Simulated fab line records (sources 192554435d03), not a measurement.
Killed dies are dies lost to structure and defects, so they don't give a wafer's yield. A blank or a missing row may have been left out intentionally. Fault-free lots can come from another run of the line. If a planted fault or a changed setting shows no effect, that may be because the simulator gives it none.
Which tool is to blame?	flow n5Finfet	26 wafers from 9 lots sampled at 4 of the route's 1938 steps

## WHAT THE GAUGES SHOWED, per wafer
N5_BEOL_M3_INSPECT_59: inspects for defects (darkfield).
lot	measured	on	rawDefectCount
L576	day 7 03:51	defectInspect-02	77 78 86
L578	day 7 11:35	defectInspect-01	121 128 136
L580	day 8 23:16	defectInspect-02	94 73 87
L584	day 10 00:55	defectInspect-02	87 144 114
L586	day 10 11:47	defectInspect-02	124 89 87
L587	day 10 14:10	defectInspect-01	79 47 50
L590	day 11 18:30	defectInspect-01	64 73 100
L599	day 13 19:19	defectInspect-01	418 93
L598	day 13 23:32	defectInspect-01	71 38 429

## TOOL THAT RAN EACH LOT (tool first, then ch and the chambers of the sampled wafers, then the start)
lot	N5_BEOL_M3_ANNEAL_93	N5_BEOL_M3_ANNEAL_51	N5_BEOL_M3_CO_CAP_55
L576	pvdSputter-02, day 7 01:34	rtpAnneal-02 ch 0, day 7 03:01	cvdCo-02 ch 0,2, day 7 03:38
L578	pvdSputter-03, day 7 10:10	rtpAnneal-02 ch 0, day 7 10:46	cvdCo-02 ch 0,2, day 7 11:23
L580	pvdSputter-03, day 8 21:50	rtpAnneal-01 ch 0, day 8 22:23	cvdCo-01 ch 0,2, day 8 23:04
L584	pvdSputter-02, day 9 23:28	rtpAnneal-02 ch 0, day 10 00:04	cvdCo-02 ch 0,1,2, day 10 00:42
L586	pvdSputter-02, day 10 10:21	rtpAnneal-02 ch 0, day 10 10:57	cvdCo-01 ch 0,2, day 10 11:35
L587	pvdSputter-03, day 10 12:41	rtpAnneal-01 ch 0, day 10 13:14	cvdCo-02 ch 0,1,2, day 10 13:57
L590	pvdSputter-03, day 11 16:35	rtpAnneal-01 ch 0, day 11 17:11	cvdCo-01 ch 0,1,2, day 11 18:17
L599	pvdSputter-01, day 13 17:53	rtpAnneal-02 ch 0, day 13 18:31	cvdCo-01 ch 0,1, day 13 19:06
L598	pvdSputter-03, day 13 21:57	rtpAnneal-02 ch 0, day 13 22:38	cvdCo-01 ch 0,1,2, day 13 23:14
- N5_BEOL_M3_ANNEAL_93: time 240 s.
- N5_BEOL_M3_ANNEAL_51: time 90 s.
- N5_BEOL_M3_CO_CAP_55: material Co, precursor CCTBA/H2, target thk 2 nm, time 102.1 s.

## THE ANSWER, worked out from the rows above alone
Rule: what is usual is taken from the lots themselves. The widest of any qualifying gaps counts: lots, ordered by their means at a reading, are off when they make up no more than a third of the lots, leave a main group of 4 or more, and stand apart from it by 3 or more times the standard deviation of that group's means. If all means in a main group match to the digits the tables above print for the reading, that group is not used. Also off: a lot with no number at a reading for which 4 or more lots have one. Any other lot the step has rows for is counted as sound.
Across all readings shown, no lot is off: no conclusion can be drawn from this.

## WHAT THE SIMULATOR PUT IN
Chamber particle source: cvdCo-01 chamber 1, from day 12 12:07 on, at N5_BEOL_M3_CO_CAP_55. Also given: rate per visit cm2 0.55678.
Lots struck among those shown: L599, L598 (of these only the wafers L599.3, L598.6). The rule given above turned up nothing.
